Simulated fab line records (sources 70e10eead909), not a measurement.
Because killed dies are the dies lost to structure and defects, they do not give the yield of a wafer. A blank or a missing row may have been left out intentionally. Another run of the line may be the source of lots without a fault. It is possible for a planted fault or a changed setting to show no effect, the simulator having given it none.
2 desks, one fault    flow nand harc    every desk sees just its own numbers, and what lay behind them comes last

## THE DEFECT DESK
Counts from the inspections along the route, per lot, as means over the sampled wafers that have a number. A lot is out of limits, marked OUT, if its mean lies more than 4 standard deviations from the usual mean; the brackets give that distance.
Columns: A = raw defect count at NHARC_HYBRID_BOND_INSPECT_06, usual 92
lot   first seen here  A
L932  day 23 11:40     79
L931  day 23 11:41     120
L933  day 24 04:44     109
L935  day 25 06:20     125
L934  day 25 06:21     68
L936  day 25 23:23     117
L938  day 26 21:43     42
L937  day 27 03:58     119
L939  day 27 03:58     88
L943  day 28 08:41     58
L950  day 32 13:32     114
L953  day 32 13:34     68
L954  day 33 06:53     73
Result from this desk: across the 13 lots, nothing is out of limits.

## DESK OF THE TOOL OWNER: pecvd-04
The tool's own readings at NHARC_P_M0_DEP_00 (deposits SiOC, target thk 150 nm): means of the sampled wafers that have a number, for each lot that ran on this tool. A lot is out of limits, marked OUT, if its mean lies more than 4 standard deviations from the usual mean; the brackets give that distance.
Columns: A = showerhead vpp V at NHARC_P_M0_DEP_00, usual 1490 V
lot   first seen here  A
L932  day 6 07:50      1519
L933  day 6 20:52      1466
L934  day 7 01:49      1403
L936  day 7 23:40      1571
L937  day 8 16:08      1497
L938  day 8 23:57      1508
L939  day 9 07:20      1493
L943  day 10 19:13     1487
Result from this desk: across the 8 lots, nothing is out of limits.

## PUT TOGETHER
No out-of-limits result turned up at the defect desk.
Nothing out of limits was seen by the tool owner's desk.

## WHAT THE SIMULATOR PUT IN
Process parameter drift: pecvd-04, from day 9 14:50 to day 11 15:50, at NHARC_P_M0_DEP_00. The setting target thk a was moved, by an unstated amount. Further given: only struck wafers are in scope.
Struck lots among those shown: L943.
